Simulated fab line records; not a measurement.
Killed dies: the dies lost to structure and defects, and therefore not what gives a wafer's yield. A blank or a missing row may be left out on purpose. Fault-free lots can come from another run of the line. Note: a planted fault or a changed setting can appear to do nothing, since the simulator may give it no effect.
Chamber matching + flow n5_finfet + N5_SD_EPI_N_ETCHBACK_44 on rie_diel-02 has 4 sister chambers
The step etches SiNx in CH3F/O2, stops on SiO2, target depth 14.5 nm. 4 wafers are shown with their chamber, then 9 later ones without.

WAFERS, EACH WITH ITS CHAMBER
| wafer  | chamber | showerhead_plenum_p_Torr (Torr) |
|--------|---------|---------------------------------|
| L080.1 | 1       | 2.13                            |
| L081.1 | 3       | 2.07                            |
| L083.1 | 2       | 1.97                            |
| L083.5 | 0       | 2.13                            |

WAFERS WITH NO CHAMBER GIVEN
| wafer  | showerhead_plenum_p_Torr (Torr) |
|--------|---------------------------------|
| L088.1 | 2.07                            |
| L088.2 | 2.13                            |
| L088.5 | 2.12                            |
| L092.1 | 1.96                            |
| L092.3 | 2.12                            |
| L092.5 | 2.12                            |
| L097.2 | 2.06                            |
| L097.4 | 1.96                            |
| L097.6 | 2.06                            |

WHICH CHAMBER EACH WENT THROUGH
| wafer  | from the rows above     | in truth |
|--------|-------------------------|----------|
| L088.1 | 3                       | 3        |
| L088.2 | can't be placed: 0 or 1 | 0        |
| L088.5 | can't be placed: 0 or 1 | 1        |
| L092.1 | 2                       | 2        |
| L092.3 | can't be placed: 0 or 1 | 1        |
| L092.5 | can't be placed: 0 or 1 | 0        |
| L097.2 | 3                       | 3        |
| L097.4 | 2                       | 2        |
| L097.6 | 3                       | 3        |
Correctly placed: 5 of 9. These rows do not allow placing 4 (true chamber among the candidates in 4). 0 placed wrongly.
How it was worked out, from the rows above alone: a wafer's distance from a chamber is the root of the sum, over the readings, of the square of ((its reading less the chamber's mean) divided by the reading's scatter). If the next closest chamber is less than 2 further off than the closest, the wafer can't be placed; otherwise it belongs to the closest. The mean given for a chamber averages the wafers shown for that chamber. The scatter (one wafer shown for each chamber): square how far every hidden wafer sits from the nearest shown wafer, average those squares and take the square root.
